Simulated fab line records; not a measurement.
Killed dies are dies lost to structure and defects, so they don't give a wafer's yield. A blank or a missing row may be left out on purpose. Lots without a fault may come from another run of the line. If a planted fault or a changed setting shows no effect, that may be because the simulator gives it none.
fab line records	flow n5Finfet
record: lots: 7	wafers: 39
route steps=1938 shown FIN_SAQP@94 DUMMY_GATE@243
startH: hours from the record's first day to the start of the lot's first wafer shown	waitH: hours elapsed since this lot's preceding step	" same as the row above	L1.1+2: one row covering several wafers at once	- value missing, or start not given	* or withheld: withheld	< > ~ a bound
route shown NAME@n: NAME is a module with steps in the file, n the number in the route of the first one	usual: mean and standard deviation over wafers with no fault	same: alike in all rows	chamber/n: place in a boat	sites: readings site by site	_std_site: the values' standard deviation	_edge_site: outer sites' mean less inner sites'	radiusMm: how far each site lies from the wafer's centre	mask NAME#n: copy n	behind: the last tool/chamber to shape the wafer	hold: reason for holding the lot/hours on hold/outcome of the hold	device: which transistor (n, p or np) failed to switch	end of line: tests run on the same wafers once the route is complete	a step with no rows: only its recipe	killed: at the first sort, the dies lost to defects and structure; wafer yield is something else	map: dies across one wafer; x = killed, . = not, _ = none there
set.NAME: the setting that was run; set.NAME@STEP: the one run at that earlier step	model.NAME: the simulator's own value behind a step, which no gauge read
lots run with intentionally changed settings; tables by step, rows by wafer
== steps ==
step: N5_FIN_SAQP_ALD_61
recipe: material: SiO2	targetThkA: 40	tempC: 300	aldPrecursorFamily: BDEAS	aldCoReactant: O2-plasma	pulseTimeS: 1	purgeTimeS: 2	coReactantPurgeTimeS: 2	aldCycles: 43	pressureTorr: 2
lot.wafer	tool	chamber	startH	waitH	set.aldCycles	model.SiO2_of_FIN_SAQP_ALD_61.thkNm
L074.1	aldSin-02	1	21.33	0.0	43	3.986
L074.2	"	0	"	"	43	3.972
L074.3	"	2	"	"	48	4.471
L074.4	"	3	"	"	43	3.971
L074.5+6	"	2,3	"	"	48	4.463
L077.1	aldSin-03	1	39.12	0.2	41	3.82
L077.2	"	0	"	"	43	4.002
L077.3	"	2	"	"	41	3.806
L077.4	"	3	"	"	43	4.022
L077.5	"	0	"	"	41	3.814
L077.6	"	3	"	"	43	4.006
L079.1	aldSin-03	1	50.19	0.0	43	3.984
L079.2	"	2	"	"	43	3.98
L079.3	"	3	"	"	43	3.993
L079.4	"	0	"	"	43	3.995
L079.5	"	1	"	"	43	3.985
L079.6	"	0	"	"	43	4.015
L080.1	aldSin-02	0	55.99	0.0	48	4.449
L080.2	"	2	"	"	43	3.972
L080.3	"	3	"	"	43	4
L080.4	"	1	"	"	48	4.447
L080.5	"	0	"	"	48	4.472
L080.6	"	1	"	"	43	3.973
L083.4	aldSin-01	1	75.15	0.0	43	4.016
L083.5	"	1	"	"	43	3.994
L083.6	"	2	"	"	43	3.983
L092.1	aldSin-03	1	128.45	0.0	49	4.571
L092.2	"	3	"	"	43	4.016
L092.3	"	0	"	"	43	4.033
L092.4	"	2	"	"	49	4.554
L092.5	"	1	"	"	43	3.989
L092.6	"	2	"	"	49	4.561
L095.1	aldSin-03	0	147.07	0.4	43	4.018
L095.2	"	3	"	"	43	4.035
L095.3	"	2	"	"	43	3.995
L095.4+6	"	1	"	"	43	3.996
L095.5	"	2	"	"	43	3.987
step: N5_FIN_SAQP_SPACER1_ALD_24
recipe: material: SiO2	targetThkA: 203	tempC: 300	aldPrecursorFamily: BDEAS	aldCoReactant: O2-plasma	pulseTimeS: 1	purgeTimeS: 2	coReactantPurgeTimeS: 2	aldCycles: 218	pressureTorr: 2
lot.wafer	tool	chamber	startH	waitH	set.aldCycles	model.SiO2_of_FIN_SAQP_SPACER1_ALD_24.thkNm
L074.1	aldSin-01	2	24.11	0.3	231	21.4
L074.2+6	"	3,0	"	"	218	20.2
L074.3	"	1	"	"	218	20.4
L074.4+5	"	0,1	"	"	231	21.6
L077.1+6	aldSin-01	0,3	41.77	0.3	218	20.2
L077.2	"	3	"	"	218	20.4
L077.3+4+5	"	2,1,0	"	"	256	23.8
L079.1+3	aldSin-01	2,3	52.64	0.3	244	22.6
L079.2+4+6	"	1,0,2	"	"	218	20.2
L079.5	"	3	"	"	244	22.8
L080.1+3+6	aldSin-03	0,2,3	59.41	0.3	189	17.6
L080.2	"	1	"	"	218	20.4
L080.4+5	"	3,0	"	"	218	20.2
L083.4	aldSin-01	3	78.02	0.6	218	20.4
L083.5+6	"	3,2	"	"	218	20.2
L092.1+3+4+5+6	aldSin-01	3,2,0,1,2	131.82	0.9	218	20.2
L092.2	"	1	"	"	218	20.4
L095.1	aldSin-03	1	149.51	0.3	218	20.4
L095.2+3+4+5+6	"	2,3,0,2,1	"	"	218	20.2
step: N5_FIN_SAQP_SPACER1_ETCHBACK_25
recipe: chemistry: CHF3/O2	mode: anisotropicEtchback	target: SiO2	targetDepthA: 244	timeS: 12.2	pressureMtorr: 30	sourceW: 650	biasW: 170	Ar_flow_sccm: 200	CHF3_flow_sccm: 50	O2_flow_sccm: 5	ionEnergyEv: 200
step: N5_FIN_SAQP_MANDREL1_REMOVE_56
recipe: chemistry: HBr/Cl2/O2	btTimeS: 10	target: a-Si	stopOn: SiNx	endpoint: OES-SiCl	overEtchFrac: 1	icpW: 600	biasW: 22	HBr_flow_sccm: 150	Cl2_flow_sccm: 80	O2_flow_sccm: 5	pressureMtorr: 10
lot.wafer	tool	chamber	startH	waitH	set.aldCycles@FIN_SAQP_SPACER1_ALD_24	model.FIN_SAQP.cdNm
L074.1+4+5	rieSi-02	0,1,3	25.22	0.1	231	21.4
L074.2+6	"	3,2	"	"	218	20.2
L074.3	"	2	"	"	218	20.4
L077.1+6	rieSi-06	0,1	42.58	0.1	218	20.2
L077.2	"	2	"	"	218	20.4
L077.3+4+5	"	1,3,0	"	"	256	23.8
L079.1+3	rieSi-04	3,1	53.44	0.1	244	22.6
L079.2+4+6	"	0,2,2	"	"	218	20.4
L079.5	"	3	"	"	244	22.8
L080.1	rieSi-04	0	60.28	0.1	189	17.8
L080.2+4	"	2,0	"	"	218	20.4
L080.3+6	"	3,2	"	"	189	17.6
L080.5	"	3	"	"	218	20.2
L083.4	rieSi-06	1	78.83	0.1	218	20.4
L083.5+6	"	3,2	"	"	218	20.2
L092.1+3+4+5+6	rieSi-06	0,3,2,3,0	132.81	0.1	218	20.2
L092.2	"	1	"	"	218	20.4
L095.1+2+3+4	rieSi-02	1,3,0,2	150.32	0.1	218	20.2
L095.5+6	"	3,0	"	"	218	20.4
step: N5_FIN_SAQP_CD_MEAS_27
recipe: targetCdNm: 20	landingEnergyEv: 1000	detector: seInlens	polarity: line
usual: cdNm: 20.30/0.24
lot.wafer	tool	chamber	startH	waitH	set.aldCycles@FIN_SAQP_SPACER1_ALD_24	cdNm
L074.1	cdSem-02	0	25.33	0.1	231	21.17
L074.2	"	0	"	"	218	20.46
L074.3	"	0	"	"	218	20.54
L074.4	"	0	"	"	231	21.44
L074.5	"	0	"	"	231	21.36
L074.6	"	0	"	"	218	19.91
L077.1	cdSem-03	0	42.69	0.1	218	20.37
L077.2	"	0	"	"	218	20.55
L077.3	"	0	"	"	256	23.78
L077.4	"	0	"	"	256	23.60
L077.5	"	0	"	"	256	23.88
L077.6	"	0	"	"	218	20.31
L079.1	cdSem-03	0	53.55	0.1	244	22.64
L079.2	"	0	"	"	218	20.10
L079.3	"	0	"	"	244	22.15
L079.4	"	0	"	"	218	19.79
L079.5	"	0	"	"	244	22.94
L079.6	"	0	"	"	218	20.25
L080.1	cdSem-01	0	60.39	0.1	189	17.94
L080.2	"	0	"	"	218	20.44
L080.3	"	0	"	"	189	17.65
L080.4	"	0	"	"	218	20.62
L080.5	"	0	"	"	218	20.47
L080.6	"	0	"	"	189	17.51
L083.4	cdSem-01	0	78.95	0.1	218	20.49
L083.5	"	0	"	"	218	20.28
L083.6	"	0	"	"	218	20.16
L092.1	cdSem-03	0	132.92	0.1	218	20.07
L092.2	"	0	"	"	218	19.69
L092.3	"	0	"	"	218	20.13
L092.4	"	0	"	"	218	20.14
L092.5	"	0	"	"	218	20.05
L092.6	"	0	"	"	218	20.05
L095.1	cdSem-01	0	150.43	0.1	218	20.51
L095.2	"	0	"	"	218	19.72
L095.3	"	0	"	"	218	19.93
L095.4	"	0	"	"	218	20.12
L095.5	"	0	"	"	218	20.65
L095.6	"	0	"	"	218	20.06
step: N5_FIN_SAQP_SPACER2_ALD_28
recipe: material: SiO2	targetThkA: 81	tempC: 300	aldPrecursorFamily: BDEAS	aldCoReactant: O2-plasma	pulseTimeS: 1	purgeTimeS: 2	coReactantPurgeTimeS: 2	pressureTorr: 2
lot.wafer	tool	chamber	startH	waitH	set.tempC	model.SiO2_of_FIN_SAQP_SPACER2_ALD_28.thkNm
L074.1+3	aldSin-01	3,0	26.58	0.1	286.7	8.6
L074.2+5+6	"	2,0,3	"	"	300	8
L074.4	"	1	"	"	286.7	8.4
L077.1+4+6	aldSin-03	0,1,0	43.71	0.1	305.8	8
L077.2+3	"	3,2	"	"	300	8
L077.5	"	3	"	"	300	8.2
L079.1+4+5	aldSin-02	0,3,3	54.96	0.1	300	8.2
L079.2+3+6	"	1,2,2	"	"	293.6	8.4
L080.1+2+5	aldSin-03	3,2,0	62.04	0.4	285.7	8.6
L080.3+4+6	"	0,1,3	"	"	300	8.2
L083.4+5	aldSin-03	2,3	79.96	0.1	300	8.2
L083.6	"	2	"	"	300	8
L092.1+3+4	aldSin-02	0,2,3	133.97	0.1	305.1	8
L092.2+5	"	1,3	"	"	300	8.2
L092.6	"	0	"	"	300	8
L095.1+3+5	aldSin-01	0,2,3	151.55	0.1	300	8.2
L095.2+4+6	"	1,3,2	"	"	289.7	8.4
step: N5_FIN_SAQP_SPACER2_ETCHBACK_29
recipe: chemistry: CHF3/O2	mode: anisotropicEtchback	target: SiO2	targetDepthA: 122	timeS: 6.1	pressureMtorr: 30	sourceW: 650	biasW: 170	Ar_flow_sccm: 200	CHF3_flow_sccm: 50	O2_flow_sccm: 5	ionEnergyEv: 200
step: N5_FIN_SAQP_MANDREL2_REMOVE_60
recipe: chemistry: HBr/Cl2/O2	btTimeS: 10	target: a-Si	stopOn: SiNx	endpoint: OES-SiCl	overEtchFrac: 1	icpW: 600	biasW: 22	HBr_flow_sccm: 150	Cl2_flow_sccm: 80	O2_flow_sccm: 5	pressureMtorr: 10
step: N5_FIN_SAQP_HM_OPEN_33
recipe: chemistry: CH3F/O2	target: SiNx	maskMaterial: SiO2	targetDepthA: 494	timeS: 70.6	pressureMtorr: 30	sourceW: 395	biasW: 73	Ar_flow_sccm: 150	CH3F_flow_sccm: 30	O2_flow_sccm: 20	ionEnergyEv: 120	ends: cleared
lot.wafer	tool	chamber	startH	waitH	set.tempC@FIN_SAQP_SPACER2_ALD_28	model.FIN_SAQP.cdNm
L074.1+4	rieDiel-06	1,2	27.33	0.2	286.7	8.4
L074.2+6	"	0	"	"	300	8.2
L074.3	"	3	"	"	286.7	8.6
L074.5	"	3	"	"	300	8
L077.1	rieDiel-06	1	44.39	0.0	305.8	7.8
L077.2+5	"	3	"	"	300	8
L077.3	"	0	"	"	300	8.2
L077.4+6	"	2,0	"	"	305.8	8
L079.1+4+5	rieDiel-01	1,2,0	55.53	0.0	300	8.2
L079.2+3+6	"	3,0,1	"	"	293.6	8.4
L080.1	rieDiel-06	3	62.61	0.0	285.7	8.6
L080.2+5	"	1	"	"	285.7	8.4
L080.3+4	"	0,2	"	"	300	8
L080.6	"	0	"	"	300	8.2
L083.4+5+6	rieDiel-06	2,0,1	80.53	0.0	300	8
L092.1+4	rieDiel-01	3,0	134.80	0.1	305.1	8
L092.2+5+6	"	1,1,2	"	"	300	8
L092.3	"	2	"	"	305.1	7.8
L095.1+3	rieDiel-02	2,0	152.13	0.0	300	8
L095.2+4+6	"	3,1,3	"	"	289.7	8.4
L095.5	"	2	"	"	300	8.2
step: N5_FIN_SAQP_ETCH_34
recipe: chemistry: C4F6/O2	target: SiO2	targetDepthA: 450	timeS: 15	ionEnergyEv: 250	pressureMtorr: 30	sourceW: 345	biasW: 185	Ar_flow_sccm: 300	C4F6_flow_sccm: 10	O2_flow_sccm: 10	ends: cleared
lot.wafer	tool	chamber	startH	waitH	set.tempC@FIN_SAQP_SPACER2_ALD_28	model.FIN_SAQP.cdNm
L074.1+3	rieDiel-06	1,3	27.40	0.0	286.7	8.6
L074.2+5+6	"	0,3,0	"	"	300	8.2
L074.4	"	2	"	"	286.7	8.4
L077.1+4+6	rieDiel-06	1,2,0	44.46	0.0	305.8	8
L077.2+3	"	3,0	"	"	300	8.2
L077.5	"	3	"	"	300	8
L079.1	rieDiel-01	1	55.60	0.0	300	8.4
L079.2+3+6	"	3,0,1	"	"	293.6	8.4
L079.4+5	"	2,0	"	"	300	8.2
L080.1	rieDiel-06	3	62.68	0.0	285.7	8.8
L080.2	"	1	"	"	285.7	8.6
L080.3+4	"	0,2	"	"	300	8
L080.5	"	1	"	"	285.7	8.4
L080.6	"	0	"	"	300	8.2
L083.4+5+6	rieDiel-06	2,0,1	80.60	0.0	300	8
L092.1+3+4	rieDiel-01	3,2,0	134.87	0.0	305.1	8
L092.2+5+6	"	1,1,2	"	"	300	8
L095.1+3	rieDiel-02	2,0	152.20	0.0	300	8
L095.2+4+6	"	3,1,3	"	"	289.7	8.4
L095.5	"	2	"	"	300	8.2
step: N5_DUMMY_GATE_ETCH_31
recipe: chemistry: C4F6/O2	target: SiO2	maskMaterial: SOC	targetDepthA: 825	timeS: 27.5	ionEnergyEv: 250	pressureMtorr: 30	sourceW: 345	biasW: 185	Ar_flow_sccm: 300	C4F6_flow_sccm: 10	O2_flow_sccm: 10
lot.wafer	tool	chamber	startH	waitH	set.targetDepthA	model.etch.depthNm	model.SOC_of_DUMMY_GATE_COAT_34.thkNm
L074.1	rieDiel-04	0	47.56	0.0	825	80.56	52
L074.2	"	1	"	"	730	75.02	52.8
L074.3	"	3	"	"	825	83.32	51.8
L074.4	"	2	"	"	730	72.62	53
L074.5	"	2	"	"	730	72.73	52.8
L074.6	"	3	"	"	825	83.42	51.6
L077.1	rieDiel-05	3	65.80	0.0	900.7	88.29	51.2
L077.2	"	2	"	"	900.7	89.51	51
L077.3	"	0	"	"	825	85.21	51.4
L077.4	"	2	"	"	825	82.25	51.8
L077.5	"	3	"	"	900.7	88.09	51.2
L077.6	"	0	"	"	825	84.43	51.6
L079.1	rieDiel-04	0	75.98	0.0	770.8	75.72	52
L079.2	"	3	"	"	770.8	77.5	52
L079.3	"	1	"	"	825	83.51	51.4
L079.4	"	2	"	"	825	81.49	51.6
L079.5	"	3	"	"	825	82.85	51.6
L079.6	"	0	"	"	770.8	74.8	52.2
L080.1	rieDiel-03	0	88.06	0.2	825	82.16	51.8
L080.2	"	3	"	"	910.3	89.45	50.8
L080.3	"	2	"	"	910.3	91.12	51
L080.4	"	0	"	"	825	82.32	51.8
L080.5	"	2	"	"	910.3	91.9	50.8
L080.6	"	3	"	"	825	80.64	51.8
L083.4	rieDiel-04	1	108.50	0.1	825	83.83	51.4
L083.5	"	3	"	"	825	83.08	51.2
L083.6	"	2	"	"	825	81.43	51.6
L092.1	rieDiel-03	1	157.51	0.0	825	82.85	51.6
L092.2	"	0	"	"	885.3	88.12	51
L092.3	"	3	"	"	825	83.71	51.4
L092.4	"	2	"	"	885.3	88.71	51
L092.5	"	1	"	"	825	82.28	51.6
L092.6	"	2	"	"	885.3	89.01	51
L095.1	rieDiel-03	1	173.01	0.0	825	82.22	51.8
L095.2	"	2	"	"	863.6	86.37	51.4
L095.3	"	3	"	"	825	83.73	51.8
L095.4	"	0	"	"	863.6	86.53	51.4
L095.5	"	0	"	"	863.6	86.62	51.4
L095.6	"	1	"	"	825	82.74	51.8
step: N5_DUMMY_GATE_ETCH_32
recipe: chemistry: CF4	target: SiO2	targetDepthA: 35	timeS: 3.9	ionEnergyEv: 350	pressureMtorr: 10	icpW: 800	biasW: 400	cf4FlowSccm: 80
lot.wafer	tool	chamber	startH	waitH	set.timeS	model.etch.depthNm
L074.1	rieSi-01	1	47.81	0.1	3.9	3.483
L074.2	"	1	"	"	4.804	4.265
L074.3	"	1	"	"	3.9	3.46
L074.4	"	1	"	"	4.804	4.292
L074.5	"	1	"	"	3.9	3.499
L074.6	"	1	"	"	4.804	4.319
L077.1	rieSi-01	0	66.04	0.1	3.9	3.457
L077.2	"	3	"	"	3.9	3.512
L077.3	"	1	"	"	3.32	3.001
L077.4	"	3	"	"	3.9	3.492
L077.5	"	1	"	"	3.32	2.999
L077.6	"	0	"	"	3.32	2.95
L079.1	rieSi-01	0	76.23	0.1	4.406	3.922
L079.2	"	3	"	"	4.406	4.002
L079.3	"	1	"	"	3.9	3.542
L079.4	"	1	"	"	3.9	3.54
L079.5	"	0	"	"	4.406	3.936
L079.6	"	3	"	"	3.9	3.497
L080.1	rieSi-01	3	88.31	0.1	3.9	3.512
L080.2	"	1	"	"	3.9	3.511
L080.3	"	0	"	"	3.9	3.465
L080.4	"	0	"	"	3.9	3.454
L080.5	"	3	"	"	3.9	3.495
L080.6	"	1	"	"	3.9	3.534
L083.4	rieSi-03	0	108.75	0.1	3.9	3.56
L083.5	"	1	"	"	3.9	3.46
L083.6	"	2	"	"	3.9	3.456
L092.1	rieSi-05	1	157.76	0.1	3.9	3.438
L092.2	"	3	"	"	4.618	4.107
L092.3	"	0	"	"	3.9	3.548
L092.4	"	2	"	"	4.618	4.189
L092.5	"	3	"	"	4.618	4.099
L092.6	"	0	"	"	3.9	3.545
L095.1	rieSi-03	3	173.26	0.1	3.9	3.532
L095.2	"	1	"	"	3.9	3.471
L095.3	"	0	"	"	3.9	3.511
L095.4	"	2	"	"	3.9	3.461
L095.5	"	2	"	"	3.9	3.457
L095.6	"	1	"	"	3.9	3.423
== key ==
split: step: N5_FIN_SAQP_ALD_61	setting: aldCycles	stated: 43	by: wafer
response: step: N5_FIN_SAQP_ALD_61	reading: model.SiO2_of_FIN_SAQP_ALD_61.thkNm	change: +0.0407	per: 1%	r: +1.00
split: step: N5_FIN_SAQP_SPACER1_ALD_24	setting: aldCycles	stated: 218	by: wafer
response: step: N5_FIN_SAQP_SPACER1_ALD_24	reading: model.SiO2_of_FIN_SAQP_SPACER1_ALD_24.thkNm	change: +0.204	per: 1%	r: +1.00
response: step: N5_FIN_SAQP_MANDREL1_REMOVE_56	reading: model.FIN_SAQP.cdNm	change: +0.199	per: 1%	r: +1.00
response: step: N5_FIN_SAQP_CD_MEAS_27	reading: cdNm	change: +0.2	per: 1%	r: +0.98
split: step: N5_FIN_SAQP_SPACER2_ALD_28	setting: tempC	stated: 300	by: wafer
response: step: N5_FIN_SAQP_SPACER2_ALD_28	reading: model.SiO2_of_FIN_SAQP_SPACER2_ALD_28.thkNm	change: -0.0878	per: 1%	r: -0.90
response: step: N5_FIN_SAQP_HM_OPEN_33	reading: model.FIN_SAQP.cdNm	change: -0.0815	per: 1%	r: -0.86
response: step: N5_FIN_SAQP_ETCH_34	reading: model.FIN_SAQP.cdNm	change: -0.0873	per: 1%	r: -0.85
split: step: N5_DUMMY_GATE_ETCH_31	setting: targetDepthA	stated: 825	by: wafer
response: step: N5_DUMMY_GATE_ETCH_31	reading: model.etch.depthNm	change: +0.774	per: 1%	r: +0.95
response: step: N5_DUMMY_GATE_ETCH_31	reading: model.SOC_of_DUMMY_GATE_COAT_34.thkNm	change: -0.0803	per: 1%	r: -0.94
split: step: N5_DUMMY_GATE_ETCH_32	setting: timeS	stated: 3.9	by: wafer
response: step: N5_DUMMY_GATE_ETCH_32	reading: model.etch.depthNm	change: +0.0342	per: 1%	r: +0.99
